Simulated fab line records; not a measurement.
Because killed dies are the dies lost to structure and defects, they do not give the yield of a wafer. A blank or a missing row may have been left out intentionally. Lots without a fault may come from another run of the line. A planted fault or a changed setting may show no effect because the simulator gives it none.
Matching of chambers + flow n5_finfet + N5_MOL_CONTACT_COAG_ETCH_124 on rie_diel-06 has 4 sister chambers
The step etches SiNx in CH3F/O2, stops on SiOC, target depth 6.5 nm. 8 wafers are shown with their chamber, then 8 later ones without.

== WAFERS PAIRED WITH THEIR CHAMBERS ==
| wafer  | chamber | drypump_motor_current_A (A) | showerhead_plenum_p_Torr (Torr) |
|--------|---------|-----------------------------|---------------------------------|
| L085.1 | 1       | 4.9                         | 1.92                            |
| L085.6 | 2       | 5.4                         | 1.94                            |
| L087.4 | 0       | 6.2                         | 1.97                            |
| L087.5 | 3       | 6.6                         | 2.03                            |
| L090.3 | 0       | 6.3                         | 1.96                            |
| L090.4 | 3       | 6.6                         | 2.02                            |
| L090.5 | 1       | 4.8                         | 1.91                            |
| L092.1 | 2       | 5.4                         | 1.94                            |

== WAFERS MISSING THEIR CHAMBER ==
| wafer  | drypump_motor_current_A (A) | showerhead_plenum_p_Torr (Torr) |
|--------|-----------------------------|---------------------------------|
| L092.2 | 6.6                         | 2.02                            |
| L092.3 | 4.8                         | 1.91                            |
| L095.2 | 6.2                         | 1.96                            |
| L095.3 | 5.4                         | 1.93                            |
| L095.4 | 6.2                         | 1.96                            |
| L096.1 | 6.6                         | 2.02                            |
| L096.2 | 4.9                         | 1.91                            |
| L096.4 | 6.2                         | 1.96                            |

== CHAMBER TAKEN BY EACH ==
| wafer  | from the rows above | in truth |
|--------|---------------------|----------|
| L092.2 | 3                   | 3        |
| L092.3 | 1                   | 1        |
| L095.2 | 0                   | 0        |
| L095.3 | 2                   | 2        |
| L095.4 | 0                   | 0        |
| L096.1 | 3                   | 3        |
| L096.2 | 1                   | 1        |
| L096.4 | 0                   | 0        |
Placed correctly: 8 of 8. Left unplaced by these rows: 0. Number placed wrongly: 0.
How it was worked out, from the rows above alone: a wafer's distance from a chamber is the root of the sum, over the readings, of the square of ((its reading less the chamber's mean) divided by the reading's scatter). The wafer belongs to the nearest chamber; if the next one is less than 2 further off, it can't be placed. For every chamber, the mean is computed from those of its wafers that are shown. The scatter: take each reading less its chamber's mean, square it, sum over the shown wafers, divide by the number of wafers less the number of chambers, and take the root.
